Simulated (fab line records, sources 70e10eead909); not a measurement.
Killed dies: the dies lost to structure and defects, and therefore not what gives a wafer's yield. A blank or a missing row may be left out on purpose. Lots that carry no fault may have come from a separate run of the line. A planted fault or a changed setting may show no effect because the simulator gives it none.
Chamber matching + flow nand harc + NHARC_P_CONTACT_ALD_22 on ald metal-03 has 4 sister chambers
The step deposits TiN, target thk 3 nm, pulse time 1 s, ald cycles 150. 16 wafers are shown with their chamber, then 8 later ones without.

WAFERS, EACH WITH ITS CHAMBER
| wafer  | chamber | heater power w (W) | precursor pulse height rel |
|--------|---------|--------------------|----------------------------|
| L082.1 | 1       | 1130               | 1.013                      |
| L082.4 | 3       | 976                | 0.989                      |
| L082.5 | 3       | 979                | 0.999                      |
| L087.4 | 2       | 1055               | 1.017                      |
| L087.5 | 1       | 1132               | 0.992                      |
| L087.6 | 0       | 1127               | 0.975                      |
| L085.1 | 3       | 992                | 0.996                      |
| L085.3 | 2       | 1052               | 1.030                      |
| L085.4 | 0       | 1112               | 1.004                      |
| L089.1 | 0       | 1144               | 1.017                      |
| L089.2 | 3       | 1002               | 1.007                      |
| L089.3 | 2       | 1018               | 1.000                      |
| L089.4 | 1       | 1136               | 0.985                      |
| L089.5 | 0       | 1152               | 0.979                      |
| L089.6 | 3       | 999                | 0.971                      |
| L093.1 | 1       | 1158               | 1.055                      |

SIGNATURES (means of the wafers above)
| reading                    | chamber 0 | chamber 1 | chamber 2 | chamber 3 | scatter within a chamber |
|----------------------------|-----------|-----------|-----------|-----------|--------------------------|
| heater power w             | 1133.75   | 1139.00   | 1041.67   | 989.60    | 15.4                     |
| precursor pulse height rel | 0.99375   | 1.01125   | 1.01567   | 0.99240   | 0.0212                   |
Rule: a wafer lies at a distance from a chamber equal to the root of the sum of squares, over the readings, of (its reading less the chamber's mean, divided by the reading's scatter). The wafer belongs to the nearest chamber; if the next one is less than 2 further off, it can't be placed. The scatter is the square root of a quotient: the sum, over the shown wafers, of each reading's squared deviation from its chamber's mean, divided by wafers minus chambers.

WAFERS WHOSE CHAMBER IS MISSING
| wafer  | heater power w (W) | precursor pulse height rel |
|--------|--------------------|----------------------------|
| L093.3 | 1142               | 1.004                      |
| L093.4 | 1017               | 0.987                      |
| L093.2 | 989                | 0.977                      |
| L093.5 | 1141               | 1.008                      |
| L093.6 | 1049               | 1.002                      |
| L097.1 | 985                | 1.003                      |
| L097.4 | 1146               | 1.005                      |
| L097.6 | 1127               | 1.035                      |

EACH ONE'S CHAMBER
| wafer  | from the rows above     | in truth |
|--------|-------------------------|----------|
| L093.3 | can't be placed: 1 or 0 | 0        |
| L093.4 | can't be placed: 3 or 2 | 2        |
| L093.2 | 3                       | 3        |
| L093.5 | can't be placed: 1 or 0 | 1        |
| L093.6 | 2                       | 2        |
| L097.1 | 3                       | 3        |
| L097.4 | can't be placed: 1 or 0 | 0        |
| L097.6 | can't be placed: 1 or 0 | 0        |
Correctly placed: 3 of 8. Not placeable from these rows: 5 (in 5, the candidates include the true chamber). 0 placed wrongly.
